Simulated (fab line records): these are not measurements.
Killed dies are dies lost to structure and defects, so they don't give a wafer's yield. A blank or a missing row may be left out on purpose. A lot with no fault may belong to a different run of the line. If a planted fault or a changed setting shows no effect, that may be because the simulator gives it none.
fab line records    flow nand_harc
record lots=6  wafers=18  last_day=30
route steps=1302 shown A_BONDPAD@1208 END@1302
lots that met no fault: taken from a fault-free run of the same line
start_h: hours from the record's first day to the start of the lot's first wafer shown    wait_h: time in hours since the lot's previous step    " repeats the value in the row above    L1.1+2: several wafers, shown together as one row    - no value, or no start was given    * or withheld: withheld    < > ~ a bound
route shown NAME@n: names a module that has steps shown in the file, with the first one's number in the route    usual: mean and standard deviation over wafers with no fault    same: alike in all rows    chamber/n: place in a boat    sites: readings site by site    _std_site: the values' standard deviation    _edge_site: outer sites' mean less inner sites'    radius_mm: how far each site lies from the wafer's centre    mask NAME#n: copy n    behind: the last tool/chamber to shape the wafer    hold: why the lot was held/for how many hours/how that ended    device: the n, p or np transistor that did not switch    end of line: the same wafers' tests at the end of the route    a step with no rows: only its recipe    killed: count of dies lost to structure and defects at first sort (not the wafer's yield)    map: per-die view of a wafer (x killed, . not killed, _ where there is no die)
set.NAME: the setting the step ran with; set.NAME@STEP: the setting that earlier step ran with    model.NAME: the simulator's own value behind a step, which no gauge read
lots seen at some steps along the route; tables by step, rows by wafer
services: a tool's chamber out of use, with start hour (start_h, from the record's first day; less than 0 if before it), hours out, and reason
## steps
# step NHARC_A_BONDPAD_COAT_33
# recipe temp_c=200  time_s=65
# step NHARC_A_BONDPAD_COAT_03
# recipe spin_rpm=2000  resist_thk_nm=600
# step NHARC_A_BONDPAD_SOFTBAKE_04
# recipe temp_c=125  time_s=70
# step NHARC_A_BONDPAD_EBR_05
# step NHARC_A_BONDPAD_EXPOSE_06
# recipe na=0.55  dose_mj=36.99  mask_id=A_BPAD
# step NHARC_A_BONDPAD_PEB_07
# recipe peb_temp_c=128  peb_time_s=80
# step NHARC_A_BONDPAD_DEVELOP_08
# recipe time_s=50  dev_temp_c=22
# step NHARC_A_BONDPAD_CD_MEAS_09
# recipe target_cd_nm=500  landing_energy_ev=500
# usual cd_nm=500.1/2
# same landing_energy_ev=500
lot.wafer  tool       chamber  start_h  wait_h  cd_nm
L631.2     cd_sem-03  0        548.92   -       500.7
L631.4     "          0        "        "       496.1
L631.6     "          0        "        "       497.7
L637.1     cd_sem-01  0        593.99   -       500.3
L637.2     "          0        "        "       500.7
L637.6     "          0        "        "       500.1
L638.1     cd_sem-03  0        609.13   -       501.2
L638.2     "          0        "        "       498.5
L638.3     "          0        "        "       498.7
L644.2     cd_sem-03  0        682.21   -       499.7
L644.5     "          0        "        "       496.7
L644.6     "          0        "        "       498.6
L646.1     cd_sem-02  0        688.27   -       497.9
L646.3     "          0        "        "       499.7
L646.6     "          0        "        "       499.3
L647.2     cd_sem-03  0        692.51   -       499.7
L647.5     "          0        "        "       497.1
L647.6     "          0        "        "       501.3
# step NHARC_A_BONDPAD_OVL_MEAS_35
# usual overlay_x_nm=-1/5.1  overlay_y_nm=0/5.3
lot.wafer  tool        chamber  start_h  wait_h  overlay_x_nm  overlay_y_nm
L631.2     overlay-02  -        549.00   -       2             -7
L631.4     "           -        "        "       3             -7
L631.6     "           -        "        "       2             -7
L637.1     overlay-01  -        594.08   -       4             -7
L637.2     "           -        "        "       4             -7
L637.6     "           -        "        "       3             -7
L638.1     overlay-01  -        609.22   -       -7            0
L638.2     "           -        "        "       -7            1
L638.3     "           -        "        "       -7            0
L644.2     overlay-02  -        682.30   -       0             -5
L644.5     "           -        "        "       0             -5
L644.6     "           -        "        "       0             -6
L646.1     overlay-02  -        688.35   -       2             7
L646.3     "           -        "        "       2             7
L646.6     "           -        "        "       3             7
L647.2     overlay-02  -        692.59   -       -2            -7
L647.5     "           -        "        "       -2            -7
L647.6     "           -        "        "       -2            -7
# step NHARC_A_BONDPAD_HARDBAKE_10
# recipe temp_c=118  time_s=65
# step NHARC_A_BONDPAD_DESCUM_11
# recipe time_s=3  o2_flow_sccm=200  ar_flow_sccm=0  bias_power_w=0  chemistry=O2
# usual drypump_motor_current_A=5.6/0.4  mfc_ar_sccm=0.011/0.012  oes_product_au=0.999/0.01  rf_vpp_V=58.0/0.93  showerhead_plenum_p_Torr=1.95/0.097  throttle_valve_pct=11.311/0.0098
lot.wafer  tool         chamber  start_h  wait_h  drypump_motor_current_A  mfc_ar_sccm  oes_product_au  rf_hours_counter_h  rf_vpp_V  showerhead_plenum_p_Torr  throttle_valve_pct
L631.2     rie_diel-09  3        549.14   -       5.9                      0.032        0.986           7                   58.3      2.03                      11.320
L631.4     "            1        "        "       5.4                      0            1.014           8                   56.8      1.94                      11.297
L631.6     "            2        "        "       5.1                      0            0.995           -                   57.9      1.77                      11.303
L637.2     rie_diel-04  0        594.23   -       6.2                      0.005        0.983           2                   58.3      2.06                      11.306
L637.1     "            1        "        "       5.3                      0.009        1.002           1                   56.4      1.95                      11.314
L637.6     "            3        "        "       5.4                      0.023        0.993           -                   58.0      2.05                      11.314
L638.1     rie_diel-09  2        609.35   -       5.2                      0            0.989           12                  56.3      1.77                      11.302
L638.2     "            3        "        "       6.0                      0.032        0.992           17                  58.0      2.03                      11.316
L638.3     "            0        "        "       5.3                      0.031        0.991           17                  56.2      1.77                      11.304
L644.2     rie_diel-04  3        682.45   -       5.4                      0.023        0.993           4                   57.7      2.05                      11.304
L644.5     "            0        "        "       6.2                      0.005        0.989           -                   59.1      2.06                      11.315
L644.6     "            2        "        "       5.8                      0            0.995           -                   58.9      2.00                      11.311
L646.1     rie_diel-04  0        688.48   -       6.1                      0.005        0.990           4                   56.4      2.06                      11.306
L646.3     "            3        "        "       5.4                      0.023        0.991           4                   58.8      2.05                      11.303
L646.6     "            2        "        "       5.8                      0            0.996           -                   59.4      2.00                      11.304
L647.2     rie_diel-04  0        692.72   -       6.2                      0.005        1.005           4                   58.9      2.06                      11.324
L647.5     "            0        "        "       6.2                      0.005        1.006           -                   59.4      2.06                      11.309
L647.6     "            1        "        "       5.3                      0.009        0.990           -                   57.9      1.95                      11.306
# step NHARC_A_BONDPAD_ETCH_34
# recipe target_depth_a=600  overetch_a=180  time_s=65.91  ion_energy_ev=200  n2_flow_sccm=150  h2_flow_sccm=150  ar_flow_sccm=0  rf_w=400  bias_w=150  chemistry=N2/H2
# usual drypump_motor_current_A=5.6/0.4  mfc_ar_sccm=0.011/0.012  oes_product_au=1.000/0.01  rf_fwd_power_W=396.6/1.2  rf_vpp_V=432/3.1  showerhead_plenum_p_Torr=2.09/0.11  throttle_valve_pct=14.172/0.009
lot.wafer  tool         chamber  start_h  wait_h  drypump_motor_current_A  mfc_ar_sccm  oes_product_au  rf_fwd_power_W  rf_hours_counter_h  rf_vpp_V  showerhead_plenum_p_Torr  throttle_valve_pct
L631.2     rie_diel-09  0        549.22   0.1     5.3                      0.031        0.997           396.1           7                   426       1.89                      14.164
L631.4     "            2        "        "       5.1                      0            0.994           397.7           8                   427       1.88                      14.185
L631.6     "            0        "        "       5.3                      0.031        1.006           396.0           -                   426       1.89                      14.178
L637.1     rie_diel-04  3        594.30   0.1     5.4                      0.023        1.000           395.2           2                   434       2.19                      14.178
L637.2     "            1        "        "       5.3                      0.009        0.996           396.4           1                   431       2.08                      14.178
L637.6     "            3        "        "       5.4                      0.023        1.004           396.3           -                   434       2.19                      14.178
L638.3     rie_diel-09  3        609.44   0.1     6.0                      0.032        0.992           398.3           17                  433       2.16                      14.174
L638.2     "            1        "        "       5.4                      0            1.014           394.5           18                  432       2.07                      14.183
L638.1     "            2        "        "       5.1                      0            0.992           396.9           12                  426       1.88                      14.175
L644.2     rie_diel-04  0        682.53   0.1     6.2                      0.005        0.994           394.9           4                   434       2.20                      14.163
L644.5     "            3        "        "       5.4                      0.023        0.997           395.6           -                   435       2.19                      14.169
L644.6     "            2        "        "       5.8                      0            1.000           397.5           -                   433       2.13                      14.181
L646.1     rie_diel-04  0        688.58   0.1     6.2                      0.005        1.000           395.9           4                   436       2.20                      14.164
L646.3     "            3        "        "       5.4                      0.023        1.007           393.4           4                   435       2.19                      14.186
L646.6     "            2        "        "       5.8                      0            1.009           397.5           -                   433       2.13                      14.173
L647.2     rie_diel-04  2        692.82   0.1     5.8                      0            0.988           394.0           4                   432       2.13                      14.182
L647.6     "            3        "        "       5.4                      0.023        0.996           396.5           -                   435       2.19                      14.183
L647.5     "            0        "        "       6.2                      0.005        0.997           394.0           -                   434       2.20                      14.166
# step NHARC_A_BONDPAD_ETCH_12
# recipe target_depth_a=2200  time_s=110  chf3_flow_sccm=50  o2_flow_sccm=10  ar_flow_sccm=200  rf_w=500  bias_w=200  chemistry=CHF3/O2
# usual drypump_motor_current_A=5.6/0.4  mfc_ar_sccm=200.0/0.55  oes_product_au=0.947/0.021  rf_fwd_power_W=496.8/1.6  rf_vpp_V=371.8/2.6  showerhead_plenum_p_Torr=2.45/0.12  throttle_valve_pct=20.573/0.0092
lot.wafer  tool         chamber  start_h  wait_h  drypump_motor_current_A  mfc_ar_sccm  oes_product_au  rf_fwd_power_W  rf_hours_counter_h  rf_vpp_V  showerhead_plenum_p_Torr  throttle_valve_pct
L631.2     rie_diel-09  2        549.31   -       5.1                      200.1        0.921           497.4           8                   367.0     2.23                      20.586
L631.4     "            3        "        "       6.0                      200.2        0.914           495.6           7                   374.0     2.54                      20.573
L631.6     "            2        "        "       5.2                      199.7        0.924           498.5           -                   368.7     2.23                      20.572
L637.2     rie_diel-04  3        594.39   -       5.4                      200.7        0.957           494.1           2                   374.5     2.57                      20.588
L637.1     "            1        "        "       5.3                      200.5        0.968           499.4           1                   371.7     2.44                      20.570
L637.6     "            0        "        "       6.2                      200.6        0.969           495.5           -                   375.1     2.58                      20.590
L638.3     rie_diel-09  0        609.54   -       5.3                      200.2        0.913           495.0           18                  367.9     2.23                      20.552
L638.1     "            1        "        "       5.4                      200.3        0.929           498.3           18                  369.6     2.43                      20.576
L638.2     "            2        "        "       5.1                      200.4        0.913           496.1           13                  368.6     2.23                      20.579
L644.2     rie_diel-04  2        682.63   -       5.8                      200.2        0.956           495.7           4                   373.0     2.51                      20.575
L644.6     "            2        "        "       5.8                      199.8        0.955           496.0           -                   374.1     2.51                      20.571
L644.5     "            0        "        "       6.2                      199.3        0.948           499.1           -                   376.3     2.58                      20.586
L646.3     rie_diel-04  3        688.68   -       5.4                      199.7        0.720           294.7           4                   374.7     2.56                      20.564
L646.1     "            0        "        "       6.1                      199.6        0.928           495.6           4                   373.4     2.58                      20.585
L646.6     "            0        "        "       6.2                      199.9        0.927           498.1           -                   373.4     2.58                      20.560
L647.2     rie_diel-04  3        692.92   -       5.4                      200.8        0.726           295.8           4                   372.8     2.56                      20.573
L647.6     "            0        "        "       6.2                      199.1        0.953           496.8           -                   373.4     2.58                      20.584
L647.5     "            1        "        "       5.3                      199.2        0.917           496.8           -                   371.7     2.44                      20.581
# step NHARC_A_BONDPAD_CD_MEAS_13
# usual cd_nm=499.7/2
lot.wafer  tool       chamber  start_h  wait_h  cd_nm
L631.2     cd_sem-03  -        549.45   -       500.7
L631.4     "          -        "        "       494.6
L631.6     "          -        "        "       496.7
L637.1     cd_sem-02  -        594.54   -       500.5
L637.2     "          -        "        "       501.1
L637.6     "          -        "        "       498.9
L638.1     cd_sem-02  -        609.67   -       500.9
L638.2     "          -        "        "       499.7
L638.3     "          -        "        "       497.0
L644.2     cd_sem-01  -        682.79   -       499.8
L644.5     "          -        "        "       496.9
L644.6     "          -        "        "       498.1
L646.1     cd_sem-01  -        688.84   -       496.8
L646.3     "          -        "        "       496.6
L646.6     "          -        "        "       497.9
L647.2     cd_sem-02  -        693.04   -       497.2
L647.5     "          -        "        "       497.6
L647.6     "          -        "        "       501.6
# step NHARC_END_SORT_01
# recipe temp_c=25
# usual defect_limited_yield=91.4/2.5  killed_at_array=54/17  killed_at_other=1.0/1.4  killed_at_periphery=3.6/2.1  killed_dies=58/17  killed_open=3.2/2  killed_short=2.5/1.5
# same gross_dies=677
lot.wafer  tool       chamber  start_h  wait_h  defect_limited_yield[%]  killed_at_array  killed_at_other  killed_at_periphery  killed_dies  killed_open  killed_short
L637.1     prober-02  0        624.95   2.5     91.6                     54               0                3                    57           3            2
L637.2     prober-02  0        625.74   2.8     94.1                     39               0                1                    40           2            1
L637.6     prober-02  0        628.89   3.9     89.5                     65               3                3                    71           6            2
L638.1     prober-01  0        638.26   2.5     90.4                     60               1                4                    65           5            4
L638.2     prober-01  0        639.06   2.8     92.0                     54               0                0                    54           2            1
L638.3     prober-01  0        639.86   3.1     91.6                     53               1                3                    57           5            4
L644.2     prober-02  0        711.74   2.8     89.8                     63               0                6                    69           7            1
L644.5     prober-02  0        714.11   3.7     90.5                     60               0                4                    64           2            3
L644.6     prober-02  0        714.90   4.0     93.1                     46               0                1                    47           1            2
L646.1     prober-01  0        722.22   2.5     91.9                     50               0                5                    55           1            0
L646.3     prober-01  0        723.84   3.1     0                        673              0                4                    677          3            2
L646.6     prober-01  0        726.28   4.1     91.9                     52               0                3                    55           2            4
L647.2     prober-02  0        722.94   2.8     0                        672              0                5                    677          3            0
L647.5     prober-02  0        725.31   3.7     88.6                     72               0                5                    77           2            4
L647.6     prober-02  0        726.11   4.0     90.3                     62               1                3                    66           1            0
# killed by level:class
L637.1 A_CHANNEL_HOLE_D1:chamber_film_flake=27 A_CHANNEL_HOLE_D2:chamber_film_flake=14 A_DECK1_JOINT:chamber_film_flake=3 A_CHANNEL_FILL_D1:chamber_film_flake=2 A_SLIT:chamber_film_flake=2 P_CONTACT:geometric_particle:open=1 A_ONON_D1:geometric_particle:open=1 A_SGD_CUT:geometric_particle:short=1
L637.2 A_CHANNEL_HOLE_D2:chamber_film_flake=14 A_CHANNEL_HOLE_D1:chamber_film_flake=13 A_STAIRCASE:chamber_film_flake=3 A_DECK1_JOINT:chamber_film_flake=2 A_CONTACT:chamber_film_flake=2 P_GATE:geometric_particle:open=1 A_ONON_D1:geometric_particle:short=1 A_M0:geometric_particle:open=1
L637.6 A_CHANNEL_HOLE_D1:chamber_film_flake=31 A_CHANNEL_HOLE_D2:chamber_film_flake=16 A_CHANNEL_FILL_D1:chamber_film_flake=4 A_DECK1_JOINT:chamber_film_flake=3 A_WL_FILL:chamber_film_flake=3 THIN_TSV:chamber_film_flake=3 P_M0:geometric_particle:open=2 A_M1:geometric_particle:open=2
L638.1 A_SLIT:chamber_film_flake=30 A_CHANNEL_HOLE_D1:chamber_film_flake=10 A_CHANNEL_HOLE_D2:chamber_film_flake=8 A_CONTACT:chamber_film_flake=4 A_DECK1_JOINT:chamber_film_flake=3 P_CONTACT:geometric_particle:open=2 A_CHANNEL_FILL_D1:geometric_particle:short=2 P_M0:geometric_particle:open=1
L638.2 A_SLIT:chamber_film_flake=28 A_CHANNEL_HOLE_D2:chamber_film_flake=10 A_CHANNEL_HOLE_D1:chamber_film_flake=6 A_STAIRCASE:chamber_film_flake=3 A_CONTACT:chamber_film_flake=2 A_CHANNEL_FILL_D1:geometric_particle:open=1 A_WL_FILL:geometric_particle:short=1 A_BLC:geometric_particle:open=1
L638.3 A_SLIT:chamber_film_flake=25 A_CHANNEL_HOLE_D2:chamber_film_flake=12 A_CHANNEL_HOLE_D1:chamber_film_flake=4 A_CONTACT:chamber_film_flake=4 P_GATE:geometric_particle:open=1 P_CONTACT:geometric_particle:open=1 P_M0:geometric_particle:open=1 A_ONON_D1:geometric_particle:short=1
L644.2 A_SLIT:chamber_film_flake=38 A_CHANNEL_HOLE_D1:chamber_film_flake=15 P_CONTACT:geometric_particle:open=2 P_M0:geometric_particle:open=2 A_BLC:chamber_film_flake=2 A_STAIRCASE:chamber_film_flake=2 A_CONTACT:chamber_film_flake=2 P_M1:geometric_particle:open=1
L644.5 A_SLIT:chamber_film_flake=40 A_CHANNEL_HOLE_D1:chamber_film_flake=4 A_STAIRCASE:chamber_film_flake=4 A_CONTACT:chamber_film_flake=4 A_M0:geometric_particle:open=2 P_STI:chamber_film_flake=2 P_GATE:chamber_film_flake=2 A_ONON_D1:geometric_particle:short=1
L644.6 A_SLIT:chamber_film_flake=32 A_CHANNEL_HOLE_D1:chamber_film_flake=7 A_CONTACT:chamber_film_flake=4 A_ONON_D2:geometric_particle:short=1 A_CHANNEL_HOLE_D1:geometric_particle:short=1 A_M1:geometric_particle:open=1 P_STI:chamber_film_flake=1
L646.1 A_CHANNEL_HOLE_D1:chamber_film_flake=36 A_CONTACT:chamber_film_flake=7 P_M1:chamber_film_flake=5 A_SLIT:chamber_film_flake=3 A_STAIRCASE:chamber_film_flake=2 A_M0:geometric_particle:open=1 A_CHANNEL_FILL_D1:chamber_film_flake=1
L647.2 A_BONDPAD:area_etch=605 A_SLIT:chamber_film_flake=28 A_CHANNEL_HOLE_D2:chamber_film_flake=17 A_CHANNEL_HOLE_D1:chamber_film_flake=14 P_STI:chamber_film_flake=2 A_ZERO_WELL:chamber_film_flake=2 A_STAIRCASE:chamber_film_flake=2 A_CHANNEL_FILL_D1:geometric_particle:open=1
L646.3 A_BONDPAD:area_etch=643 A_CHANNEL_HOLE_D1:chamber_film_flake=10 A_CONTACT:chamber_film_flake=5 P_M1:chamber_film_flake=4 A_SLIT:chamber_film_flake=4 A_STAIRCASE:chamber_film_flake=3 A_ONON_D2:geometric_particle:open=2 A_ONON_D1:geometric_particle:short=1
L647.5 A_SLIT:chamber_film_flake=28 A_CHANNEL_HOLE_D2:chamber_film_flake=23 A_CHANNEL_HOLE_D1:chamber_film_flake=9 A_CHANNEL_FILL_D1:chamber_film_flake=3 A_CONTACT:chamber_film_flake=2 P_M0:geometric_particle:open=1 A_CHANNEL_FILL_D1:geometric_particle:open=1 A_DECK1_JOINT:geometric_particle:short=1
L647.6 A_SLIT:chamber_film_flake=28 A_CHANNEL_HOLE_D2:chamber_film_flake=22 A_CHANNEL_HOLE_D1:chamber_film_flake=5 P_M1:chamber_film_flake=3 A_CHANNEL_FILL_D1:chamber_film_flake=2 A_STAIRCASE:chamber_film_flake=2 A_CONTACT:chamber_film_flake=2 STARTING-WAFER:geometric_particle:open=1
L646.6 A_CHANNEL_HOLE_D1:chamber_film_flake=34 A_CONTACT:chamber_film_flake=8 A_M0:geometric_particle:short=3 A_SLIT:chamber_film_flake=3 P_M1:chamber_film_flake=2 A_ONON_D1:geometric_particle:short=1 A_ONON_D1:geometric_particle:open=1 A_BLC:geometric_particle:open=1
# map L646.3 (x killed, . not)
____________x____________
_________xxxxxxx_________
_______xxxxxxxxxxx_______
______xxxxxxxxxxxxx______
_____xxxxxxxxxxxxxxx_____
____xxxxxxxxxxxxxxxxx____
____xxxxxxxxxxxxxxxxx____
___xxxxxxxxxxxxxxxxxxx___
___xxxxxxxxxxxxxxxxxxx___
__xxxxxxxxxxxxxxxxxxxxx__
__xxxxxxxxxxxxxxxxxxxxx__
_xxxxxxxxxxxxxxxxxxxxxxx_
_xxxxxxxxxxxxxxxxxxxxxxx_
_xxxxxxxxxxxxxxxxxxxxxxx_
_xxxxxxxxxxxxxxxxxxxxxxx_
_xxxxxxxxxxxxxxxxxxxxxxx_
xxxxxxxxxxxxxxxxxxxxxxxxx
xxxxxxxxxxxxxxxxxxxxxxxxx
xxxxxxxxxxxxxxxxxxxxxxxxx
xxxxxxxxxxxxxxxxxxxxxxxxx
xxxxxxxxxxxxxxxxxxxxxxxxx
_xxxxxxxxxxxxxxxxxxxxxxx_
_xxxxxxxxxxxxxxxxxxxxxxx_
_xxxxxxxxxxxxxxxxxxxxxxx_
_xxxxxxxxxxxxxxxxxxxxxxx_
_xxxxxxxxxxxxxxxxxxxxxxx_
__xxxxxxxxxxxxxxxxxxxxx__
__xxxxxxxxxxxxxxxxxxxxx__
___xxxxxxxxxxxxxxxxxxx___
___xxxxxxxxxxxxxxxxxxx___
____xxxxxxxxxxxxxxxxx____
____xxxxxxxxxxxxxxxxx____
_____xxxxxxxxxxxxxxx_____
______xxxxxxxxxxxxx______
_______xxxxxxxxxxx_______
_________xxxxxxx_________
____________x____________
# map L647.2 (x killed, . not)
____________x____________
_________xxxxxxx_________
_______xxxxxxxxxxx_______
______xxxxxxxxxxxxx______
_____xxxxxxxxxxxxxxx_____
____xxxxxxxxxxxxxxxxx____
____xxxxxxxxxxxxxxxxx____
___xxxxxxxxxxxxxxxxxxx___
___xxxxxxxxxxxxxxxxxxx___
__xxxxxxxxxxxxxxxxxxxxx__
__xxxxxxxxxxxxxxxxxxxxx__
_xxxxxxxxxxxxxxxxxxxxxxx_
_xxxxxxxxxxxxxxxxxxxxxxx_
_xxxxxxxxxxxxxxxxxxxxxxx_
_xxxxxxxxxxxxxxxxxxxxxxx_
_xxxxxxxxxxxxxxxxxxxxxxx_
xxxxxxxxxxxxxxxxxxxxxxxxx
xxxxxxxxxxxxxxxxxxxxxxxxx
xxxxxxxxxxxxxxxxxxxxxxxxx
xxxxxxxxxxxxxxxxxxxxxxxxx
xxxxxxxxxxxxxxxxxxxxxxxxx
_xxxxxxxxxxxxxxxxxxxxxxx_
_xxxxxxxxxxxxxxxxxxxxxxx_
_xxxxxxxxxxxxxxxxxxxxxxx_
_xxxxxxxxxxxxxxxxxxxxxxx_
_xxxxxxxxxxxxxxxxxxxxxxx_
__xxxxxxxxxxxxxxxxxxxxx__
__xxxxxxxxxxxxxxxxxxxxx__
___xxxxxxxxxxxxxxxxxxx___
___xxxxxxxxxxxxxxxxxxx___
____xxxxxxxxxxxxxxxxx____
____xxxxxxxxxxxxxxxxx____
_____xxxxxxxxxxxxxxx_____
______xxxxxxxxxxxxx______
_______xxxxxxxxxxx_______
_________xxxxxxx_________
____________x____________
## services
tool         chamber  start_h  hours  kind
rie_diel-09  0        530.82   5.3    repair
rie_diel-04  -        531.90   9.0    pm
rie_diel-04  0        531.90   9.0    vent_cycle
rie_diel-04  1        531.90   9.0    vent_cycle
rie_diel-04  2        531.90   9.0    vent_cycle
rie_diel-04  3        531.90   9.0    vent_cycle
rie_diel-04  0        540.90   -      clean
rie_diel-04  1        540.90   -      clean
rie_diel-04  2        540.90   -      clean
rie_diel-04  3        540.90   -      clean
rie_diel-04  1        549.89   2.9    repair
rie_diel-04  0        565.40   -      clean
rie_diel-04  1        565.40   -      clean
rie_diel-04  2        565.40   -      clean
rie_diel-04  3        565.40   -      clean
rie_diel-09  2        572.13   18.2   repair
rie_diel-04  0        589.90   -      clean
rie_diel-04  1        589.90   -      clean
rie_diel-04  2        589.90   -      clean
rie_diel-04  3        589.90   -      clean
rie_diel-04  0        614.40   -      clean
rie_diel-04  -        650.52   1.1    repair
rie_diel-09  -        674.26   9.0    pm
rie_diel-04  1        679.19   10.4   repair
## key
first_sign step=NHARC_A_BONDPAD_ETCH_12  reading=rf_fwd_power_W  direction=down  sigmas=99+  usual=*  struck=*
effect step=NHARC_A_BONDPAD_ETCH_12  reading=oes_product_au  direction=down  sigmas=10  usual=0.947  struck=0.723
effect step=NHARC_END_SORT_01  reading=defect_limited_yield  direction=down  sigmas=36  usual=91.4  struck=0
more_kills_born_at NHARC_A_BONDPAD_ETCH_12@rie_diel-04=1248
met_at NHARC_A_BONDPAD_ETCH_12
struck_wafers L646.3,L647.2
later_rows_left_out L646.3,L647.2
onset_between 594.39 688.68
fault kind=process_parameter_drift  tool=rie_diel-04  chamber=3  onset_h=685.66  steps=NHARC_A_BONDPAD_ETCH_12  channel=rf_w  offset=*  shape=step  end_h=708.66  acts_in=*  stated=*
# later_rows_left_out: the simulator's readings of these wafers behind a module that went badly wrong aren't trusted and aren't shown, but for the sort
